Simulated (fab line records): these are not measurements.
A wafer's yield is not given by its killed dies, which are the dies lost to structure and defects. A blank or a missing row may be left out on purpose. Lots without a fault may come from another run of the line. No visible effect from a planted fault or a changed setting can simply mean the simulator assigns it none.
fab line records | flow n5_finfet
record: lots: 11 | wafers: 32 | last_day: 18
route steps=1938 shown BEOL_M2@889 BEOL_M15@1809 MIM_TOP@1834 PASSIVATION@1936
lots with no fault: from the same line, run without faults
start_h: the number of hours between the record's first day and the start of the first shown wafer of the lot | wait_h: hours since the lot's step before | " the same as in the row above | L1.1+2: a row that stands for several wafers | - no value, or no start was given | * or withheld: withheld | < > ~ a bound
route shown NAME@n: a module of which the file shows steps, and the number in the route of the first | usual: mean/standard deviation taken from wafers without a fault | same: alike in all rows | chamber/n: place in a boat | sites: each site's reading | _std_site: standard deviation across them | _edge_site: the outer-site mean with the inner-site mean subtracted | radius_mm: how far each site lies from the wafer's centre | mask NAME#n: copy n | behind: the tool/chamber that last shaped the wafer | hold: cause of the lot's hold/its duration in hours/its outcome | device: whichever transistor did not switch (one of n, p or np) | end of line: the same wafers' tests at the end of the route | a step given without rows: its recipe and nothing more | killed: dies that structure and defects cost at the first sort, which is not the same as the wafer's yield | map: shows each die of a wafer: x if killed, . if not, _ if none is there
set.NAME: the setting that was run; set.NAME@STEP: the one run at that earlier step | model.NAME: the simulator's own value behind a step, which no gauge read
a sample of lots followed through the steps of the route, with each step as a table and each wafer as a row
services: when a tool's chamber went out of use (start_h, in hours from the record's first day, below 0 if earlier), for how many hours, and the reason
== steps ==
step: N5_BEOL_M2_STRIP_36
recipe: chemistry: N2/H2 | power_w: 450 | temp_c: 40 | pressure_mtorr: 20 | rf_frequency_hz: 6e+07 | overash_fraction: 0.3 | bias_power_w: 7 | h2_frac: 0.5 | n2_flow_sccm: 200 | h2_flow_sccm: 200
usual: drypump_motor_current_A: 5.6/0.5 | n2_flow_sccm: 200.1/0.59 | oes_product_au: 0.78/0.096 | power_w: 450.4/1.3 | rf_vpp_V: 59.1/1.5 | showerhead_plenum_p_Torr: 2.57/0.061 | throttle_valve_pct: 23.7/0.4
lot.wafer | tool        | chamber | start_h | wait_h | drypump_motor_current_A | n2_flow_sccm | oes_product_au | power_w | rf_hours_counter_h | rf_vpp_V | showerhead_plenum_p_Torr | throttle_valve_pct
L260.1    | rie_diel-06 | 3       | 144.35  | 0.0    | 4.8                     | 200.5        | 0.93           | 450.2   | 20                 | 60.0     | 2.49                     | 23.2
L260.5    | "           | 3       | "       | "      | 4.8                     | 200.3        | 0.94           | 450.8   | -                  | 59.8     | 2.49                     | 23.2
L260.6    | "           | 0       | "       | "      | 5.2                     | 199.7        | 0.77           | 450.3   | -                  | 60.4     | 2.63                     | 23.7
L261.2    | rie_diel-02 | 3       | 165.85  | 0.0    | 5.3                     | 200.0        | 0.66           | 449.7   | 245                | 60.6     | 2.59                     | 23.7
L261.5    | "           | 1       | "       | "      | 5.8                     | 199.5        | 0.76           | 448.8   | -                  | 59.9     | 2.56                     | 24.2
L261.6    | "           | 0       | "       | "      | 6.1                     | 199.7        | 0.70           | 451.6   | -                  | 57.5     | 2.62                     | 23.9
L264.4    | rie_diel-02 | 0       | 168.93  | 0.0    | 6.2                     | 200.4        | 0.69           | 450.8   | 215                | 58.7     | 2.62                     | 23.9
L264.5    | "           | 0       | "       | "      | 6.2                     | 200.1        | 0.70           | 451.1   | -                  | 58.8     | 2.62                     | 23.9
L264.6    | "           | 3       | "       | "      | 5.3                     | 201.2        | 0.67           | 452.1   | -                  | 56.6     | 2.59                     | 23.7
L265.1    | rie_diel-06 | 1       | 168.93  | 0.0    | 6.4                     | 199.4        | 0.85           | 452.0   | 73                 | 60.9     | 2.59                     | 23.5
L265.3    | "           | 3       | "       | "      | 4.8                     | 200.7        | 0.91           | 451.0   | 30                 | 60.4     | 2.49                     | 23.2
L265.4    | "           | 2       | "       | "      | 5.5                     | 198.9        | 0.99           | 447.5   | 4                  | 59.3     | 2.59                     | 23.3
L263.1    | rie_diel-02 | 2       | 173.32  | 0.0    | 5.1                     | 201.8        | 0.68           | 450.4   | 193                | 62.1     | 2.66                     | 24.4
L263.3    | "           | 1       | "       | "      | 5.7                     | 200.0        | 0.77           | 449.7   | 133                | 60.1     | 2.56                     | 24.2
L263.6    | "           | 3       | "       | "      | 5.3                     | 200.4        | 0.68           | 453.7   | -                  | 60.5     | 2.59                     | 23.7
L267.2    | rie_diel-02 | 0       | 177.53  | 0.0    | 6.2                     | 201.4        | 0.70           | 452.3   | 218                | 60.2     | 2.62                     | 23.9
L267.3    | "           | 2       | "       | "      | 5.1                     | 200.4        | 0.70           | 451.4   | 194                | 59.5     | 2.65                     | 24.4
L267.5    | "           | 2       | "       | "      | 5.1                     | 199.9        | 0.68           | 451.0   | -                  | 59.3     | 2.65                     | 24.4
L266.3    | rie_diel-05 | 1       | 177.63  | 0.0    | 4.9                     | 200.5        | 0.71           | 448.7   | 184                | 60.5     | 2.53                     | 23.4
L266.4    | "           | 3       | "       | "      | 5.6                     | 200.0        | 0.69           | 448.7   | 235                | 60.2     | 2.60                     | 23.5
L266.5    | "           | 2       | "       | "      | 6.0                     | 200.8        | 0.85           | 450.5   | -                  | 58.9     | 2.47                     | 23.1
L276.1    | rie_diel-02 | 0       | 246.69  | 0.0    | 6.2                     | 199.4        | 0.68           | 448.9   | 244                | 58.6     | 2.61                     | 24.0
L276.2    | "           | 2       | "       | "      | 5.1                     | 199.7        | 0.68           | 450.2   | 219                | 60.4     | 2.64                     | 24.4
L276.6    | "           | 1       | "       | "      | 5.7                     | 199.7        | 0.74           | 449.1   | -                  | 60.0     | 2.55                     | 24.2
L275.2    | rie_diel-02 | 3       | 247.14  | 0.0    | 5.3                     | 200.3        | 0.90           | 451.0   | 18                 | 60.1     | 2.58                     | 23.8
L275.3    | "           | 0       | "       | "      | 6.2                     | 199.6        | 0.66           | 450.9   | 244                | 61.3     | 2.61                     | 24.0
L275.6    | "           | 1       | "       | "      | 5.7                     | 202.0        | 0.74           | 450.0   | -                  | 57.7     | 2.55                     | 24.2
L277.2    | rie_diel-02 | 3       | 250.61  | 0.0    | 5.3                     | 199.5        | 0.90           | 453.2   | 19                 | 59.1     | 2.58                     | 23.8
L277.3    | "           | 1       | "       | "      | 5.8                     | 200.3        | 0.75           | 447.4   | 161                | 57.4     | 2.55                     | 24.2
L277.4    | "           | 2       | "       | "      | 5.1                     | 199.8        | 0.68           | 450.5   | 221                | 62.6     | 2.64                     | 24.4
L281.1    | rie_diel-06 | 0       | 274.67  | 0.0    | 5.3                     | 199.9        | 0.71           | 449.9   | 209                | 57.2     | 2.61                     | 23.8
L281.4    | "           | 3       | "       | "      | 4.8                     | 199.6        | 0.85           | 451.1   | 69                 | 60.6     | 2.47                     | 23.2
step: N5_BEOL_M15_TRENCH_ETCH_34
recipe: chemistry: C4F8/O2/Ar | target: SiO2 | target_depth_a: 8729.3 | he_inner_torr: 15 | he_outer_torr: 30 | time_s: 199 | ion_energy_ev: 800 | pressure_mtorr: 20 | source_w: 1905 | bias_w: 2040 | Ar_flow_sccm: 400 | C4F8_flow_sccm: 16 | O2_flow_sccm: 12
usual: bias_w: 2039/5.5 | drypump_motor_current_A: 5.5/0.46 | oes_o_777_au: 0.79/0.086 | oes_product_au: 0.80/0.076 | rf_vpp_V: 2234/49 | showerhead_plenum_p_Torr: 3.44/0.11 | throttle_valve_pct: 30.9/0.41
lot.wafer | tool        | chamber | start_h | wait_h | bias_w | drypump_motor_current_A | oes_o_777_au | oes_product_au | rf_hours_counter_h | rf_vpp_V | showerhead_plenum_p_Torr | throttle_valve_pct
L260.1    | rie_diel-04 | 0       | 268.78  | 0.0    | 2049   | 5.2                     | 0.85         | 0.89           | 45                 | 2264     | 3.50                     | 31.2
L260.5    | "           | 3       | "       | "      | 2042   | 6.5                     | 0.71         | 0.73           | -                  | 2200     | 3.43                     | 31.2
L260.6    | "           | 2       | "       | "      | 2034   | 4.8                     | 0.69         | 0.68           | -                  | 2154     | 3.21                     | 30.5
L261.2    | rie_diel-01 | 3       | 287.90  | 0.0    | 2036   | 5.6                     | 0.93         | 0.89           | 41                 | 2179     | 3.52                     | 30.7
L261.5    | "           | 3       | "       | "      | 2038   | 5.6                     | 0.93         | 0.90           | -                  | 2179     | 3.52                     | 30.7
L261.6    | "           | 2       | "       | "      | 2044   | 5.4                     | 0.83         | 0.85           | -                  | 2320     | 3.32                     | 30.6
L265.1    | rie_diel-01 | 3       | 294.49  | 0.0    | 2039   | 5.6                     | 0.92         | 0.88           | 43                 | 2179     | 3.52                     | 30.7
L265.3    | "           | 1       | "       | "      | 2040   | 5.1                     | 0.66         | 0.70           | 206                | 2236     | 3.31                     | 31.7
L265.4    | "           | 2       | "       | "      | 2040   | 5.5                     | 0.83         | 0.85           | 69                 | 2319     | 3.32                     | 30.6
L263.1    | rie_diel-04 | 1       | 294.72  | 0.0    | 2042   | 5.7                     | 0.75         | 0.75           | 179                | 2260     | 3.41                     | 30.9
L263.3    | "           | 0       | "       | "      | 2043   | 5.3                     | 0.84         | 0.87           | 55                 | 2264     | 3.50                     | 31.2
L263.6    | "           | 3       | "       | "      | 2043   | 6.4                     | 0.71         | 0.72           | -                  | 2200     | 3.42                     | 31.3
L264.4    | rie_diel-01 | 1       | 300.36  | 0.0    | 2032   | 5.1                     | 0.65         | 0.69           | 207                | 2236     | 3.31                     | 31.7
L264.5    | "           | 0       | "       | "      | 2044   | 5.4                     | 0.88         | 0.89           | -                  | 2297     | 3.58                     | 30.6
L264.6    | "           | 3       | "       | "      | 2030   | 5.6                     | 0.93         | 0.89           | -                  | 2178     | 3.52                     | 30.7
L266.3    | rie_diel-01 | 1       | 306.27  | 0.0    | 2047   | 5.1                     | 0.65         | 0.70           | 209                | 2236     | 3.31                     | 31.8
L266.4    | "           | 2       | "       | "      | 2030   | 5.5                     | 0.83         | 0.84           | 72                 | 2319     | 3.31                     | 30.6
L266.5    | "           | 2       | "       | "      | 2039   | 5.4                     | 0.83         | 0.85           | -                  | 2319     | 3.32                     | 30.6
L267.2    | rie_diel-01 | 1       | 307.51  | 0.0    | 2045   | 5.1                     | 0.65         | 0.71           | 210                | 2235     | 3.31                     | 31.7
L267.3    | "           | 0       | "       | "      | 2043   | 5.3                     | 0.87         | 0.88           | 41                 | 2297     | 3.58                     | 30.6
L267.5    | "           | 0       | "       | "      | 2036   | 5.3                     | 0.87         | 0.89           | -                  | 2297     | 3.58                     | 30.6
L276.1    | rie_diel-03 | 2       | 374.51  | 0.0    | 2033   | 5.1                     | 0.77         | 0.78           | 148                | 2191     | 3.46                     | 31.0
L276.2    | "           | 3       | "       | "      | 2049   | 6.2                     | 0.77         | 0.78           | 93                 | 2226     | 3.38                     | 31.3
L276.6    | "           | 1       | "       | "      | 2036   | 5.6                     | 0.74         | 0.69           | -                  | 2245     | 3.36                     | 31.0
L277.2    | rie_diel-04 | 3       | 380.03  | 0.0    | 2029   | 6.4                     | 0.68         | 0.71           | 209                | 2199     | 3.41                     | 31.3
L277.3    | "           | 1       | "       | "      | 2041   | 5.6                     | 0.73         | 0.74           | 202                | 2257     | 3.40                     | 30.9
L277.4    | "           | 2       | "       | "      | 2047   | 4.7                     | 0.93         | 0.93           | 19                 | 2188     | 3.59                     | 30.1
L275.2    | rie_diel-03 | 1       | 388.26  | 0.0    | 2043   | 5.6                     | 0.73         | 0.70           | 244                | 2245     | 3.36                     | 31.0
L275.3    | "           | 3       | "       | "      | 2038   | 6.2                     | 0.77         | 0.77           | 95                 | 2226     | 3.38                     | 31.3
L275.6    | "           | 3       | "       | "      | 2039   | 6.2                     | 0.77         | 0.78           | -                  | 2227     | 3.38                     | 31.3
L281.1    | rie_diel-04 | 1       | 411.40  | 0.0    | 2040   | 5.7                     | 0.73         | 0.73           | 209                | 2258     | 3.39                     | 30.9
L281.4    | "           | 0       | "       | "      | 2043   | 5.3                     | 0.79         | 0.82           | 89                 | 2261     | 3.48                     | 31.2
step: N5_BEOL_M15_STRIP_36
recipe: chemistry: O2 | power_w: 600 | temp_c: 60 | pressure_mtorr: 30 | rf_frequency_hz: 6e+07 | bias_power_w: 0 | overash_fraction: 0.3 | o2_flow_sccm: 225
usual: drypump_motor_current_A: 5.5/0.44 | oes_product_au: 0.80/0.075 | rf_vpp_V: 3.6/1 | showerhead_plenum_p_Torr: 2.10/0.078 | throttle_valve_pct: 16.69/0.22
lot.wafer | tool        | chamber | start_h | wait_h | drypump_motor_current_A | oes_product_au | rf_hours_counter_h | rf_vpp_V | showerhead_plenum_p_Torr | throttle_valve_pct
L260.1    | rie_diel-01 | 3       | 269.17  | 0.2    | 5.6                     | 0.89           | 33                 | 4.1      | 2.16                     | 16.32
L260.5    | "           | 1       | "       | "      | 5.1                     | 0.71           | -                  | 5.5      | 1.98                     | 16.98
L260.6    | "           | 0       | "       | "      | 5.3                     | 0.92           | -                  | 4.0      | 2.23                     | 16.64
L261.2    | rie_diel-01 | 2       | 289.40  | 1.3    | 5.5                     | 0.85           | 67                 | 3.5      | 2.04                     | 16.52
L261.5    | "           | 0       | "       | "      | 5.3                     | 0.92           | -                  | 3.9      | 2.23                     | 16.68
L261.6    | "           | 1       | "       | "      | 5.1                     | 0.71           | -                  | 3.2      | 1.98                     | 17.02
L265.1    | rie_diel-04 | 3       | 295.76  | 1.1    | 6.4                     | 0.73           | 185                | 4.0      | 2.06                     | 16.85
L265.3    | "           | 0       | "       | "      | 5.4                     | 0.84           | 55                 | 3.6      | 2.09                     | 16.56
L265.4    | "           | 1       | "       | "      | 5.6                     | 0.75           | -                  | 2.4      | 2.09                     | 16.85
L263.1    | rie_diel-01 | 3       | 303.25  | 8.3    | 5.6                     | 0.88           | 45                 | 1.4      | 2.15                     | 16.40
L263.3    | "           | 0       | "       | "      | 5.3                     | 0.90           | 39                 | 3.5      | 2.23                     | 16.66
L263.6    | "           | 2       | "       | "      | 5.5                     | 0.84           | -                  | 4.9      | 2.04                     | 16.52
L264.4    | rie_diel-04 | 1       | 303.31  | 2.8    | 5.7                     | 0.76           | -                  | 4.8      | 2.09                     | 16.82
L264.5    | "           | 0       | "       | "      | 5.3                     | 0.85           | -                  | 3.1      | 2.09                     | 16.57
L264.6    | "           | 3       | "       | "      | 6.5                     | 0.74           | -                  | 1.4      | 2.06                     | 16.82
L266.3    | rie_diel-01 | 2       | 310.24  | 3.8    | 5.5                     | 0.83           | 74                 | 1.9      | 2.04                     | 16.51
L266.4    | "           | 0       | "       | "      | 5.4                     | 0.89           | 42                 | 3.1      | 2.23                     | 16.64
L266.5    | "           | 3       | "       | "      | 5.6                     | 0.87           | -                  | 2.8      | 2.15                     | 16.38
L267.2    | rie_diel-01 | 0       | 310.58  | 2.9    | 5.4                     | 0.90           | 42                 | 4.0      | 2.23                     | 16.67
L267.3    | "           | 3       | "       | "      | 5.6                     | 0.87           | 48                 | 2.9      | 2.15                     | 16.43
L267.5    | "           | 1       | "       | "      | 5.1                     | 0.69           | -                  | 4.2      | 1.98                     | 17.03
L276.1    | rie_diel-03 | 2       | 375.63  | 0.9    | 5.1                     | 0.77           | 148                | 3.2      | 2.09                     | 16.73
L276.2    | "           | 3       | "       | "      | 6.2                     | 0.78           | 93                 | 3.2      | 2.03                     | 16.75
L276.6    | "           | 0       | "       | "      | 4.9                     | 0.85           | -                  | 5.4      | 2.20                     | 16.44
L277.2    | rie_diel-04 | 2       | 382.89  | 2.7    | 4.7                     | 0.94           | 20                 | 3.9      | 2.23                     | 16.28
L277.3    | "           | 3       | "       | "      | 6.3                     | 0.71           | 210                | 4.6      | 2.05                     | 16.85
L277.4    | "           | 0       | "       | "      | 5.3                     | 0.83           | 79                 | 4.1      | 2.09                     | 16.60
L275.2    | rie_diel-03 | 2       | 390.10  | 1.7    | 5.1                     | 0.78           | 152                | 3.4      | 2.08                     | 16.70
L275.3    | "           | 0       | "       | "      | 4.9                     | 0.85           | 71                 | 3.7      | 2.20                     | 16.47
L275.6    | "           | 1       | "       | "      | 5.6                     | 0.69           | -                  | 2.4      | 2.08                     | 17.05
L281.1    | rie_diel-04 | 1       | 411.95  | 0.4    | 5.6                     | 0.73           | 210                | 5.7      | 2.08                     | 16.86
L281.4    | "           | 0       | "       | "      | 5.3                     | 0.83           | 90                 | 3.8      | 2.08                     | 16.60
step: N5_MIM_TOP_ALD_00
recipe: material: Al2O3 | target_thk_a: * | temp_c: withheld | ald_precursor_family: TMA | ald_co_reactant: O3 | pulse_time_s: withheld | purge_time_s: 3 | co_reactant_purge_time_s: withheld | co_reactant_pulse_time_s: 3 | ald_cycles: withheld
usual: precursor_pulse_height_rel: 0.998/0.021
lot.wafer | tool      | chamber | start_h | wait_h | precursor_pulse_height_rel
L260.1    | ald_hk-03 | 3       | 274.84  | 0.1    | 0.959
L260.5    | "         | 1       | "       | "      | 0.990
L260.6    | "         | 0       | "       | "      | 0.968
L261.2    | ald_hk-02 | 3       | 293.16  | 0.1    | 1.022
L261.5    | "         | 1       | "       | "      | 0.972
L261.6    | "         | 0       | "       | "      | 1.007
L265.1    | ald_hk-03 | 2       | 301.42  | 0.1    | 0.980
L265.3    | "         | 1       | "       | "      | 0.987
L265.4    | "         | 3       | "       | "      | 0.998
L263.1    | ald_hk-02 | 2       | 310.72  | 0.1    | 0.989
L263.3    | "         | 0       | "       | "      | 0.993
L263.6    | "         | 2       | "       | "      | 1.048
L264.4    | ald_hk-03 | 2       | 310.72  | 0.1    | 1.000
L264.5    | "         | 3       | "       | "      | 0.994
L264.6    | "         | 0       | "       | "      | 1.005
L266.3    | ald_hk-01 | 2       | 314.38  | 0.1    | 0.988
L266.4    | "         | 3       | "       | "      | 0.982
L266.5    | "         | 2       | "       | "      | 0.995
L267.2    | ald_hk-02 | 3       | 314.52  | 0.1    | 0.988
L267.3    | "         | 2       | "       | "      | 0.990
L267.5    | "         | 1       | "       | "      | 1.026
L276.1    | ald_hk-02 | 2       | 379.94  | 0.1    | 1.005
L276.2    | "         | 3       | "       | "      | 0.970
L276.6    | "         | 0       | "       | "      | 1.050
L277.2    | ald_hk-02 | 0       | 388.71  | 0.1    | 1.019
L277.3    | "         | 1       | "       | "      | 0.985
L277.4    | "         | 2       | "       | "      | 1.011
L275.2    | ald_hk-01 | 3       | 398.51  | 0.1    | 1.000
L275.3    | "         | 0       | "       | "      | 1.013
L275.6    | "         | 2       | "       | "      | 1.009
L281.1    | ald_hk-03 | 3       | 416.46  | 0.1    | 0.985
L281.4    | "         | 2       | "       | "      | 0.974
step: N5_PASSIVATION_PROBE_49
usual: defect_limited_yield: 91.3/1.4 | killed_at_M0_to_M3: 36/10 | killed_at_M4_up: 13/5.4 | killed_at_contacts: 12/5.3 | killed_at_front_end: 39/10 | killed_at_other: 3.2/2.7 | killed_dies: 103/16 | killed_open: 68/13 | killed_short: 33/6.6 | sort_bin_5_function: 5.1/0.92 | sort_bin_6_memory: 3.3/0.68 | sort_bin_8_speed: 0.1/0.41 | sort_n_pass: 1077/17 | sort_yield_pct: 91.2/1.4
same: gross_dies: 1180 | killed_at_back_side: 0 | sort_bin_4_leakage[%]: 0
lot.wafer | tool      | chamber | start_h | wait_h | defect_limited_yield[%] | killed_at_M0_to_M3 | killed_at_M4_up | killed_at_contacts | killed_at_front_end | killed_at_other | killed_dies | killed_open | killed_short | sort_bin_5_function[%] | sort_bin_6_memory[%] | sort_bin_8_speed[%] | sort_n_pass | sort_yield_pct[%]
L276.1    | prober-02 | -       | 395.68  | 0.4    | 84.8                    | 111                | 18              | 10                 | 38                  | 2               | 179         | 58          | 34           | 9.3                    | 3.9                  | 0                   | 1001        | 84.8
L276.2    | prober-02 | -       | 395.73  | 0.4    | 84.3                    | 137                | 9               | 6                  | 33                  | 0               | 185         | 50          | 18           | 10.8                   | 3.3                  | 0                   | 995         | 84.3
L276.6    | prober-02 | -       | 395.93  | 0.6    | 86.8                    | 109                | 11              | 8                  | 28                  | 0               | 156         | 48          | 15           | 7.7                    | 3.6                  | 0                   | 1024        | 86.8
L277.2    | prober-01 | -       | 402.41  | 0.1    | 87.8                    | 95                 | 12              | 8                  | 28                  | 1               | 144         | 51          | 16           | 8.1                    | 2.4                  | 0                   | 1036        | 87.8
L277.3    | prober-01 | -       | 402.46  | 0.1    | 84.2                    | 110                | 2               | 23                 | 48                  | 4               | 187         | 72          | 36           | 10.5                   | 3.6                  | 0                   | 993         | 84.2
L277.4    | prober-01 | -       | 402.51  | 0.2    | 83.2                    | 136                | 12              | 20                 | 28                  | 2               | 198         | 58          | 23           | 11.6                   | 3.6                  | 0                   | 982         | 83.2
L275.2    | prober-01 | -       | 412.06  | 0.1    | 85.3                    | 106                | 13              | 8                  | 40                  | 6               | 173         | 57          | 26           | 8.6                    | 3.4                  | 0                   | 1007        | 85.3
L275.3    | prober-01 | -       | 412.11  | 0.1    | 82.0                    | 139                | 13              | 10                 | 46                  | 4               | 212         | 92          | 28           | 10.8                   | 5.3                  | 0                   | 968         | 82.0
L275.6    | prober-01 | -       | 412.26  | 0.3    | 81.2                    | 127                | 10              | 9                  | 70                  | 6               | 222         | 64          | 47           | 11.4                   | 4.4                  | 0                   | 958         | 81.2
killed by level:class
L276.1 BEOL_M2:unspecified=85 FIN_SAQP:geometric_particle:short=14 BEOL_M4:geometric_particle:open=11 MOL_CONTACT_COAG:geometric_particle:open=9 BEOL_M3:geometric_particle:open=8 BEOL_M1:geometric_particle:open=7 FIN_SAQP:geometric_particle:open=5 BEOL_M3:geometric_particle:short=4
L276.2 BEOL_M2:unspecified=113 BEOL_M3:geometric_particle:open=10 MOL_CONTACT_COAG:geometric_particle:open=6 BEOL_M1:geometric_particle:open=6 ILD0:geometric_particle:short=5 FIN_SAQP:geometric_particle:open=4 STI_FIN_REVEAL:geometric_particle:short=4 DUMMY_GATE:geometric_particle:open=4
L276.6 BEOL_M2:unspecified=91 BEOL_M1:geometric_particle:open=9 MOL_CONTACT_COAG:geometric_particle:open=8 FIN_SAQP:geometric_particle:short=5 FIN_SAQP:geometric_particle:open=4 DUMMY_GATE:geometric_particle:open=4 BEOL_M4:geometric_particle:open=4 BEOL_M3:geometric_particle:open=3
L277.2 BEOL_M2:unspecified=76 STI_FIN_REVEAL:geometric_particle:open=10 BEOL_M4:geometric_particle:open=8 MOL_CONTACT_COAG:geometric_particle:open=5 ILD0:geometric_particle:open=4 BEOL_M0_SAQP:geometric_particle:short=4 BEOL_M0:geometric_particle:open=4 BEOL_M2:geometric_particle:open=4
L277.3 BEOL_M2:unspecified=79 MOL_CONTACT_COAG:geometric_particle:open=17 FIN_SAQP:geometric_particle:short=10 STI_FIN_REVEAL:geometric_particle:open=10 BEOL_M1:geometric_particle:open=10 BEOL_M2:geometric_particle:open=9 FIN_SAQP:geometric_particle:open=7 GATE_CUT:geometric_particle:short=6
L277.4 BEOL_M2:unspecified=117 MOL_CONTACT_COAG:geometric_particle:open=14 MOL_CONTACT_COAG:geometric_particle:short=6 BEOL_M2:geometric_particle:open=6 BEOL_M4:geometric_particle:open=6 STI_FIN_REVEAL:geometric_particle:open=5 DUMMY_GATE:geometric_particle:open=5 FIN_SAQP:geometric_particle:open=4
L275.2 BEOL_M2:unspecified=79 HKMG_FIN:area_etch=11 BEOL_M1:geometric_particle:open=8 FIN_SAQP:geometric_particle:open=7 MOL_CONTACT_COAG:geometric_particle:open=6 BEOL_M0:geometric_particle:open=5 FIN_SAQP:geometric_particle:short=4 STI_FIN_REVEAL:geometric_particle:open=3
L275.3 BEOL_M2:unspecified=89 BEOL_M2:geometric_particle:open=19 BEOL_M3:geometric_particle:open=11 DUMMY_GATE:geometric_particle:open=8 MOL_CONTACT_COAG:geometric_particle:open=8 FIN_SAQP:geometric_particle:short=6 STI_FIN_REVEAL:geometric_particle:open=6 GATE_CUT:geometric_particle:open=6
L275.6 BEOL_M2:unspecified=97 STI_FIN_REVEAL:geometric_particle:open=14 HKMG_FIN:area_etch=13 BEOL_M3:geometric_particle:short=9 FIN_SAQP:geometric_particle:short=7 DUMMY_GATE:geometric_particle:open=7 FIN_SAQP:geometric_particle:open=6 MOL_CONTACT_COAG:geometric_particle:open=6
== services ==
tool        | chamber | start_h | hours | kind
rie_diel-05 | 1       | 121.32  | 1.8   | repair
rie_diel-04 | -       | 136.35  | 1.1   | repair
rie_diel-04 | 0       | 152.81  | 8.1   | repair
rie_diel-04 | -       | 167.56  | 0.5   | repair
rie_diel-06 | 1       | 173.12  | 2.4   | repair
rie_diel-06 | 0       | 174.16  | 8.3   | repair
ald_hk-02   | -       | 193.95  | 8.7   | pm
rie_diel-05 | 3       | 211.18  | 8.2   | repair
rie_diel-01 | 0       | 223.37  | 15.1  | repair
rie_diel-05 | 1       | 231.51  | 7.3   | repair
rie_diel-01 | 3       | 232.64  | 22.4  | repair
rie_diel-03 | -       | 244.35  | 28.1  | pm
rie_diel-02 | 0       | 271.52  | 9.9   | repair
ald_hk-03   | -       | 279.15  | 6.0   | pm
rie_diel-02 | 3       | 287.60  | 16.7  | repair
rie_diel-03 | -       | 302.43  | 0.1   | repair
rie_diel-04 | -       | 305.71  | 4.3   | pm
rie_diel-01 | -       | 311.69  | 0.4   | repair
rie_diel-02 | 1       | 334.26  | 5.1   | repair
ald_hk-03   | -       | 349.06  | 0.5   | repair
rie_diel-04 | 1       | 386.02  | 8.0   | repair
rie_diel-02 | 3       | 401.91  | 5.7   | repair
ald_hk-03   | -       | 406.02  | 3.1   | repair
rie_diel-06 | 3       | 415.78  | 14.3  | repair
== key ==
first_sign: step: N5_PASSIVATION_PROBE_49 | reading: killed_at_M0_to_M3 | direction: up | sigmas: 8 | usual: 36 | struck: 119
effect: step: N5_PASSIVATION_PROBE_49 | reading: killed_dies | direction: up | sigmas: 5 | usual: 103 | struck: 184
more_kills_born_at: N5_BEOL_M2_STRIP_36@rie_diel-02: 826
met_at N5_BEOL_M2_STRIP_36
struck_lots L275,L276,L277
baseline_loss: step: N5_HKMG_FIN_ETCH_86 | wafers: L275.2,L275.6
not_acting_at N5_BEOL_M15_TRENCH_ETCH_34,N5_BEOL_M15_STRIP_36,N5_MIM_TOP_ALD_00
onset_between 177.53 246.69
fault: kind: chamber_particle_source | tool: rie_diel-02 | chamber: - | onset_h: 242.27 | steps: N5_BEOL_M2_STRIP_36 | rate_per_visit_cm2: 0.64652 | end_h: 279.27
baseline_loss: these wafers lose ten dies or more at that step, a loss of the line's own and not of a fault; the sort's usual values leave them out
